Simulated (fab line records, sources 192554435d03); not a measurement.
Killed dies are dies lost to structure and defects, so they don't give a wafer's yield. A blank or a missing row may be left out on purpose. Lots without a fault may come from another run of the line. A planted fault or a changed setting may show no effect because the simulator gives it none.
fab line records | flow n5_finfet
record lots=3 wafers=9 last_day=16
route steps=1938 shown BEOL_M4@1099 BEOL_M5@1112 BEOL_M10@1470 PASSIVATION@1936
lots that met no fault: from a run of the same line without faults
start_h: hours from the record's first day to the start of the lot's first wafer shown | wait_h: hours since the lot's step before | " the same as in the row above | L1.1+2: a row that stands for several wafers | - no value, or no start given | * or withheld: withheld | < > ~ a bound
route shown NAME@n: a module of which the file shows steps, and the number in the route of the first | usual: mean/standard deviation of fault-free wafers | same: alike in all rows | chamber/n: place in a boat | sites: the reading at each site | _std_site: their standard deviation | _edge_site: outer sites' mean less inner sites' | radius_mm: how far each site lies from the wafer's centre | mask NAME#n: copy n | behind: the tool/chamber that last shaped the wafer | hold: why the lot was held/for how many hours/how that ended | device: the transistor (n, p or np) that didn't switch | end of line: the same wafers' tests at the end of the route | a step without rows: its recipe alone | killed: dies lost to structure and defects at the first sort, not the wafer's yield | map: a wafer's dies, x killed, . not, _ none there
set.NAME: the setting as run; set.NAME@STEP: as run at that earlier step | model.NAME: the simulator's own value behind a step, which no gauge read
lots at some steps of the route; a table a step, a row a wafer
services: from which hour (start_h, from the record's first day; less than 0 if before it) a tool's chamber was out of use, for how many hours, and why
## steps
# step N5_BEOL_M4_ANNEAL_95
# recipe temp_c=400 time_s=240 ambient=vacuum
# step N5_BEOL_M4_SPUTTER_96
# recipe material=Cu target_thk_a=45 temp_c=-20 chamber_pressure_pa=0.07 power_w=withheld time_s=8.29
# step N5_BEOL_M4_ECD_50
# recipe material=Cu target_thk_a=3000
# step N5_BEOL_M4_ANNEAL_51
# recipe temp_c=225 time_s=90 ambient=N2
# step N5_BEOL_M4_CMP_52
# recipe stop_on=SiOC t_overpolish_s=6.8 down_force_psi=1 platen_rpm=50 clearing_platen_down_force_psi=1.5 clearing_platen_rpm=50 post_cmp_clean=cu_alkaline target_thk_nm=40 clearing_platen_pad_velocity_m_s=0.99484 pad_velocity_m_s=0.99484
# step N5_BEOL_M4_PRE_CLEAN_60
# recipe gas=NH3/H2 time_s=15 temp_c=* rf_power_w=300
# step N5_BEOL_M4_CO_CAP_55
# recipe material=Co target_thk_a=20 temp_c=200 precursor=CCTBA/H2 pressure_torr=30 time_s=102.1
# step N5_BEOL_M4_PRE_CLEAN_56
# recipe gas=NH3 time_s=15 temp_c=withheld rf_power_w=300
# step N5_BEOL_M4_DEP_57
# recipe material=SiCN target_thk_a=80 temp_c=withheld precursor=3MS/NH3 pressure_torr=3 rf_w=202 time_s=14
# step N5_BEOL_M4_RC_MEAS_101
# usual DIBL_N=36.2/1.2 DIBL_P=36.3/1.3 IOFF_N=0.155/0.019 IOFF_P=0.210/0.029 ION_N=677/8.6 ION_P=465/6.8 SS_N=71.4/0.48 SS_P=73.2/0.53 VT_N=249.9/2.4 VT_P=-250/3.2
# columns lot.wafer tool chamber start_h wait_h DIBL_N[mV/V] DIBL_P[mV/V] IOFF_N[nA/um] IOFF_P[nA/um] ION_N[uA/um] ION_P[uA/um] SS_N[mV/dec] SS_P[mV/dec] VT_N[mV] VT_P[mV]
L994.1 prober-01 0 268.04 0.0 37.6 37.0 0.171 0.230 692 474 71.4 73.7 246.2 -246
L994.3 " 0 " " 37.6 36.6 0.167 0.227 694 476 71.3 73.4 246.9 -247
L994.6 " 0 " " 36.6 35.2 0.147 0.206 686 472 71.2 72.7 247.4 -248
L997.1 prober-01 0 280.71 0.0 35.1 35.7 0.141 0.174 672 456 71.4 73.3 253.6 -255
L997.5 " 0 " " 34.8 34.8 0.125 0.171 658 455 71.3 73.1 253.4 -255
L997.6 " 0 " " 35.8 35.9 0.143 0.172 659 451 72.1 72.5 250.9 -257
L998.2 prober-02 0 292.54 0.2 37.0 35.3 0.142 0.169 678 458 71.0 72.6 250.7 -254
L998.4 " 0 " " 38.0 37.1 0.164 0.183 688 459 71.3 72.7 249.7 -256
L998.5 " 0 " " 37.4 36.3 0.152 0.182 667 454 71.6 73.9 251.5 -255
# step N5_BEOL_M5_ILD_DEP_00
# recipe material=SiCOH_lowk target_thk_a=1406.4 temp_c=300 precursor=DEMS/porogen pressure_torr=5 rf_w=500 time_s=25.9
# step N5_BEOL_M5_CURE_79
# recipe temp_c=385 time_s=240 ambient=He/Ar material=SiCOH_lowk
# step N5_BEOL_M5_PECVD_70
# recipe material=SiO2 target_thk_a=160 temp_c=400 precursor=TEOS/O2 pressure_torr=5.5 rf_w=450 teos_flow_sccm=53.8 gas=O2 flow_sccm=3000 time_s=18
# step N5_BEOL_M5_HM_DEP_02
# recipe material=TiN target_thk_a=200 temp_c=25 chamber_pressure_pa=0.49996
# step N5_BEOL_M5_COAT_59
# recipe resist=SOC temp_c=250 time_s=60 spin_rpm=1500 resist_thk_nm=60
# step N5_BEOL_M5_COAT_60
# recipe resist=SiARC temp_c=220 time_s=60 spin_rpm=1500 resist_thk_nm=12
# step N5_BEOL_M5_COAT_71
# recipe resist=underlayer temp_c=205 time_s=60 spin_rpm=1500 resist_thk_nm=5
# step N5_BEOL_M5_COAT_05
# recipe resist=CAR-EUV spin_rpm=1500 resist_thk_nm=30
# step N5_BEOL_M5_EBR_07
# recipe solvent=PGMEA ebr_width_mm=1.5
# step N5_BEOL_M5_SOFTBAKE_06
# recipe temp_c=110 time_s=60 resist=CAR-EUV
# step N5_BEOL_M5_EXPOSE_08
# recipe mask_id=M5 na=0.33 source_shape=annular sigma_inner=0.4 sigma_outer=0.8 polarization=unpolarized target_cd_nm=28 dose_mj=35.75
# step N5_BEOL_M5_PEB_09
# recipe peb_temp_c=100 peb_time_s=60 resist=CAR-EUV
# step N5_BEOL_M5_DEVELOP_10
# recipe develop_time_s=30 developer=TMAH resist=CAR-EUV rinse_liquid=surfactant_rinse dry=air_spin dev_temp_c=23
# step N5_BEOL_M5_DESCUM_16
# recipe chemistry=O2 time_s=7 source_power_w=50 bias_power_w=20 pressure_mtorr=20 rf_frequency_hz=2.712e+07 temp_c=40 resist=CAR-EUV o2_flow_sccm=225
# step N5_BEOL_M5_ETCH_72
# recipe chemistry=N2/H2 target=underlayer target_depth_a=65 mask_material=CAR-EUV time_s=5.2 ion_energy_ev=200 pressure_mtorr=30 source_w=840 bias_w=150 n2_flow_sccm=200 h2_flow_sccm=200 ends=cleared
# step N5_BEOL_M5_ETCH_61
# recipe chemistry=CF4 target=SiARC target_depth_a=156 mask_material=CAR-EUV time_s=26 ion_energy_ev=80 pressure_mtorr=40 source_w=545 bias_w=36 Ar_flow_sccm=100 cf4_flow_sccm=100 ends=cleared
# step N5_BEOL_M5_ETCH_62
# recipe chemistry=N2/H2 target=SOC target_depth_a=750 overetch_a=150 mask_material=SiARC temp_c=40 time_s=112.5 ion_energy_ev=200 pressure_mtorr=30 source_w=840 bias_w=150 n2_flow_sccm=200 h2_flow_sccm=200
# step N5_BEOL_M5_STRIP_63
# recipe chemistry=N2/H2 temp_c=40 n2_flow_sccm=200 h2_flow_sccm=200 rf_frequency_hz=6e+07
# step N5_BEOL_M5_STRIP_73
# recipe chemistry=N2/H2 temp_c=40 n2_flow_sccm=200 h2_flow_sccm=200 rf_frequency_hz=6e+07
# step N5_BEOL_M5_STRIP_64
# recipe chemistry=CF4 resist=SiARC power_w=300 bias_power_w=75 pressure_mtorr=50 cf4_flow_sccm=150 rf_frequency_hz=6e+07
# step N5_BEOL_M5_HM_OPEN_17
# recipe chemistry=Cl2/BCl3 target_depth_a=200 overetch_a=60 target=TiN mask_material=SOC ion_energy_ev=150 pressure_mtorr=10 icp_w=1000 bias_w=126 Cl2_flow_sccm=53.25 bcl3_flow_sccm=21.75 Ar_flow_sccm=25
# step N5_BEOL_M5_STRIP_19
# recipe chemistry=O2 power_w=400 temp_c=40 pressure_mtorr=30 rf_frequency_hz=6e+07 bias_power_w=0 overash_fraction=0.2 o2_flow_sccm=225
# step N5_BEOL_M5_COAT_65
# recipe resist=SOC temp_c=250 time_s=60 spin_rpm=1500 resist_thk_nm=60
# step N5_BEOL_M5_COAT_66
# recipe resist=SiARC temp_c=220 time_s=60 spin_rpm=1500 resist_thk_nm=12
# step N5_BEOL_M10_ILD_DEP_00
# recipe material=SiCOH_lowk target_thk_a=3085.1 temp_c=300 precursor=DEMS/porogen pressure_torr=5 rf_w=500 time_s=58
# usual heater_power_w=314/67 run_length_s=100.9/0.52 showerhead_plenum_p_Torr=5.738/0.015 throttle_valve_pct=14.1/0.67
# columns lot.wafer tool chamber start_h wait_h heater_power_w run_length_s showerhead_plenum_p_Torr throttle_valve_pct model.SiCOH_lowk_of_BEOL_M10_ILD_DEP_00.thk_nm
L994.1 pecvd-03 2 315.39 0.0 383 100.4 5.730 13.3 306.8
L994.3 " 1 " " 336 101.7 5.741 14.3 305.8
L994.6 " 0 " " 224 100.3 5.732 15.4 309.2
L997.1 pecvd-02 2 322.41 0.0 206 101.3 5.703 13.1 305.4
L997.5 " 1 " " 314 101.0 5.735 14.6 306
L997.6 " 2 " " 209 101.5 5.718 13.4 305.2
L998.2 pecvd-03 1 334.96 0.0 366 71.8 5.755 14.3 150
L998.4 " 2 " " 410 100.2 5.724 13.7 308.4
L998.5 " 1 " " 285 71.6 5.750 14.0 155.2
# step N5_BEOL_M10_THK_MEAS_01
# recipe reads=SiCOH_lowk_of_BEOL_M10_ILD_DEP_00
# usual M10_ILD_THK=268/3.5
# columns lot.wafer tool chamber start_h wait_h M10_ILD_THK[nm]
L994.1 film_metro-02 - 315.98 0.4 267
L994.3 " - " " 266
L994.6 " - " " 268
L997.1 film_metro-02 - 323.00 0.4 265
L997.5 " - " " 266
L997.6 " - " " 265
L998.2 film_metro-02 - 335.65 0.4 129
L998.4 " - " " 268
L998.5 " - " " 134
# step N5_BEOL_M10_CMP_52
# recipe stop_on=SiCOH_lowk t_overpolish_s=7 down_force_psi=1 platen_rpm=50 clearing_platen_down_force_psi=1.5 clearing_platen_rpm=50 post_cmp_clean=cu_alkaline target_thk_nm=140 clearing_platen_pad_velocity_m_s=0.99484 pad_velocity_m_s=0.99484
# usual motor_current_A=6.0/0.54 platen_rpm=50.00/0.034
# columns lot.wafer tool chamber start_h wait_h motor_current_A platen_rpm model.SiCOH_lowk_of_BEOL_M10_ILD_DEP_00.thk_nm
L994.1 cmp-03 0 320.93 0.3 5.7 50.01 263.6
L994.3 " 1 " " 6.0 50.00 262.6
L994.6 " 3 " " 7.1 49.98 265.6
L997.1 cmp-02 0 328.69 0.5 5.1 49.98 262.2
L997.5 " 2 " " 5.9 49.97 262.8
L997.6 " 3 " " 5.1 50.00 262
L998.2 cmp-04 0 341.07 0.2 6.3 50.04 126
L998.4 " 3 " " 5.7 49.97 264.8
L998.5 " 1 " " 6.4 50.00 130.6
# step N5_PASSIVATION_PROBE_49
# usual defect_limited_yield=91.2/1.4 killed_at_M0_to_M3=34/10 killed_at_M4_up=13/5.1 killed_at_contacts=12/6.5 killed_at_front_end=41/11 killed_at_other=4/3.3 killed_dies=104/16 killed_on_rim=14/3.9 killed_open=69/13 killed_short=33/7 sort_bin_5_function=5.1/0.91 sort_bin_6_memory=3.3/0.69 sort_n_pass=1076/16 sort_yield_pct=91.2/1.4
# same gross_dies=1180 killed_at_back_side=0 sort_bin_4_leakage[%]=0 sort_bin_8_speed[%]=0
# columns lot.wafer tool chamber start_h wait_h defect_limited_yield[%] killed_at_M0_to_M3 killed_at_M4_up killed_at_contacts killed_at_front_end killed_at_other killed_dies killed_on_rim killed_open killed_short sort_bin_5_function[%] sort_bin_6_memory[%] sort_n_pass sort_yield_pct[%]
L994.1 prober-01 - 372.00 0.0 91.2 32 6 20 46 0 104 11 72 26 4.7 3.5 1076 91.2
L994.3 prober-01 - 372.10 0.1 89.4 34 12 20 58 1 125 12 87 38 5.8 4.5 1055 89.4
L994.6 prober-01 - 372.25 0.3 91.4 34 11 8 45 3 101 24 64 36 4.6 3.5 1079 91.4
L998.2 prober-02 - 388.26 0.1 0.6 38 1073 17 41 4 1173 152 78 35 6.4 2.7 7 0.6
L998.5 prober-02 - 388.41 0.2 1.5 29 1052 21 51 9 1162 148 79 43 6.4 3.4 18 1.5
# killed by level:class
L994.1 MOL_CONTACT_COAG:geometric_particle:open=17 STI_FIN_REVEAL:geometric_particle:open=16 BEOL_M0_SAQP:geometric_particle:open=8 HKMG_FIN:area_etch=6 FIN_SAQP:geometric_particle:short=5 BEOL_M1:geometric_particle:open=5 BEOL_M3:geometric_particle:open=5 FIN_SAQP:geometric_particle:open=4
L994.3 STI_FIN_REVEAL:geometric_particle:open=31 MOL_CONTACT_COAG:geometric_particle:open=18 FIN_SAQP:geometric_particle:short=13 BEOL_M0_SAQP:geometric_particle:open=8 BEOL_M3:geometric_particle:open=8 BEOL_M4:geometric_particle:open=7 BEOL_M0_SAQP:geometric_particle:short=6 STI_FIN_REVEAL:geometric_particle:short=4
L994.6 STI_FIN_REVEAL:geometric_particle:open=14 FIN_SAQP:geometric_particle:short=8 BEOL_M3:geometric_particle:open=7 MOL_CONTACT_COAG:geometric_particle:open=6 STI_FIN_REVEAL:geometric_particle:short=5 BEOL_M6:geometric_particle:open=5 FIN_SAQP:geometric_particle:open=4 BEOL_M0_SAQP:geometric_particle:short=4
L998.2 BEOL_M10:area_dep=1060 MOL_CONTACT_COAG:geometric_particle:open=12 BEOL_M0_SAQP:geometric_particle:open=11 BEOL_M0_SAQP:geometric_particle:short=10 STI_FIN_REVEAL:geometric_particle:open=9 FIN_SAQP:geometric_particle:open=8 GATE_CUT:geometric_particle:short=8 BEOL_M4:geometric_particle:open=6
L998.5 BEOL_M10:area_dep=1040 MOL_CONTACT_COAG:geometric_particle:open=18 GATE_CUT:geometric_particle:short=11 STI_FIN_REVEAL:geometric_particle:open=8 BEOL_M1:geometric_particle:open=7 BEOL_M2:geometric_particle:open=7 FIN_SAQP:geometric_particle:open=6 BEOL_M4:geometric_particle:open=5
# map L998.2 (x killed, . not)
_________________xxxxxxxxxxxx________________
______________xxxxxxxxxxxxxxxxxx_____________
___________xxxxxxxxxxxxxxxxxxxxxxxx__________
__________xxxxx.xxxxxxxx.xxxxxxxxxxx_________
________xxxxx.xxxxxxxxxxxxxxxxxxxxxxxx_______
_______xxxxxxxxxxxxxxxxxxxxxxxxxxxx.xxx______
______xxxxxxxxxxxxxxxxxxxxxxxxxxxxxxxxxx_____
_____xxxxxxxxxxxxxxxxxxxxxxxxxxxxxxxxxxxx____
____xxxxxxxxxxxxxxxxxxxxxxxxxxxxxxxxxxxxxx___
___xxxxxxxxxxxxxxxxxxxxxxx.xxxxxxxxxxxxxxxx__
___xxxxxxxxxxxxxxxxxxxxxxxxxxxxxxxxxxxxxxxx__
__xxxxxxxxxxxxxxxxxxxxxxxxxxxxxxxxxxxxxxxxxx_
__xxxxxxxxxxxxxxxxxxxxxxxxxxxxxxxxxxxxxxxxxx_
_xxxxxxxxxxxxxxxxxxxxxxxxxxxxxxxxxxxxxxxxxxxx
_xxxxxxxxxxxxxxxxxxxxxxxxxxxxxxxxxxxxxxxxxxxx
_xxxxxxxxxxxx.xxxxxxxxxxxxxxxxxxxxxxxxxxxxxxx
_xxxxxxxxxxxxxxxxxxxxxxxxxxxxxxxxxxxxxxxxxxxx
_xxxxxxxxxxxxxxxxxxxxxxxxxxxxxxxxxxxxxxxxxxxx
_xxxxxxxxxxxxxxxxxxxxxxxxx.xxxxxxxxxxxxxxxxxx
_xxxxxxxxxxxxxxxxxxxxxxxxxxxxxxxxxxxxxxxxxxxx
_xxxxxxxxxxxxxxxxxxxxxxxxxxxxxxxxxxxxxxxxxxxx
__xxxxxxxxxxxxxxxxxxxxxxxxxxxxxxxxxxxxxxxxxx_
__xxxxxxxxxxxxxxxxxxxxxxxxxxxxxxxxxxxxxxxxxx_
___xxxxxxxxxxxxxxxxxxxxxxxxxxxxxxxxxxxxxxxx__
___xxxxxxxxxxxxxxxxxxxxxxxxxxxxxxxxxxxxxxxx__
____xxxxxxxxxxxxxxxxxxxxxxxxxxxxxxxxxxxxxx___
_____xxxxxxxxxxxxxxxxxxxxxxxxxxxxxxxxxxxx____
______xxxxxxxxxxxxxxxxxxxxxxxxxxxxxxxxxx_____
_______xxxxxxxxxxxxxxxxxxxxxxxxxxxxxxxx______
________xxxxxxxxxxxxxxxxxxxxxxxxxxxxxx_______
__________xxxxxxxxxxxxxxxxxxxxxxxxxx_________
___________xxxxxxxxxxxxxxxxxxxxxxxx__________
______________xxxxxxxxxxxxxxxxxx_____________
_________________xxxxxxxxxxxx________________
# map L994.3 (x killed, . not)
_________________............________________
______________x..............x.._____________
___________.......x..x............x__________
__________...x.......x........x...x._________
________....x.xxx......x....x........._______
_______.........x......x..x.....x......______
______....x..x.x.....x.......x......x..._____
_____.x..x.......................x.......____
____...................x.....x............___
___....x............xx...........x.........__
___...................x...x...x............__
__..............x..........x.............x.._
__.......x..............x..................._
_....x...x...x..........................xx.x.
_...x...x............x.....................x.
_.............x........x......x............x.
_.......................x....x.x.............
_.....x.............................x...x....
_......x.....x.........x......x..............
_.......x..x.....xx...x......x......x..x...x.
_.x.xx....x..................x....x......x...
__...xx..............xxx......x..x.........x_
__....x..........................x.........._
___..x......x.......xx.x.....x.............__
___..x........x...x.................x......__
____..x.....x...x..x......................___
_____...x...........x...........x......x.____
______.xx............x..x......x.x......_____
_______....................x...........______
________.............................._______
__________...xx............x...x...._________
___________.....x...x............x.__________
______________.................._____________
_________________.........x..________________
## services
# columns tool chamber start_h hours kind
cmp-04 - 292.86 3.3 pm
cmp-04 - 300.09 4.0 pm
cmp-03 - 302.53 1.6 repair
cmp-04 - 304.09 - consumable_replace:conditioner
cmp-04 - 304.09 - consumable_replace:pad
pecvd-02 - 307.65 14.6 pm
cmp-03 - 312.25 4.0 pm
cmp-03 - 316.25 - consumable_replace:conditioner
cmp-03 - 316.25 - consumable_replace:pad
cmp-02 - 324.23 1.2 repair
pecvd-02 0 330.91 2.1 scheduled_down
cmp-02 - 336.64 1.7 repair
## key
first_sign step=N5_BEOL_M10_ILD_DEP_00 reading=run_length_s direction=down sigmas=56 usual=* struck=*
effect step=N5_BEOL_M10_THK_MEAS_01 reading=M10_ILD_THK direction=down sigmas=39 usual=268 struck=131
effect step=N5_PASSIVATION_PROBE_49 reading=killed_at_M4_up direction=up sigmas=99+ usual=13 struck=1062
model_effect step=N5_BEOL_M10_ILD_DEP_00 value=SiCOH_lowk_of_BEOL_M10_ILD_DEP_00.thk_nm without=305 struck=152.6
model_effect step=N5_BEOL_M10_CMP_52 value=SiCOH_lowk_of_BEOL_M10_ILD_DEP_00.thk_nm without=261.9 struck=128.3
more_kills_born_at N5_BEOL_M10_ILD_DEP_00@pecvd-03=2100
met_at N5_BEOL_M10_ILD_DEP_00
struck_wafers L998.2,L998.5
later_rows_left_out L998.2,L998.5
onset_between 315.39 334.96
fault kind=process_parameter_drift tool=pecvd-03 chamber=- onset_h=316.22 steps=N5_BEOL_M10_ILD_DEP_00 channel=time_s offset=* shape=step end_h=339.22 scope=struck_wafers_only acts_in=* stated=*
# later_rows_left_out: the simulator's readings of these wafers behind a module that went badly wrong aren't trusted and aren't shown, but for the sort
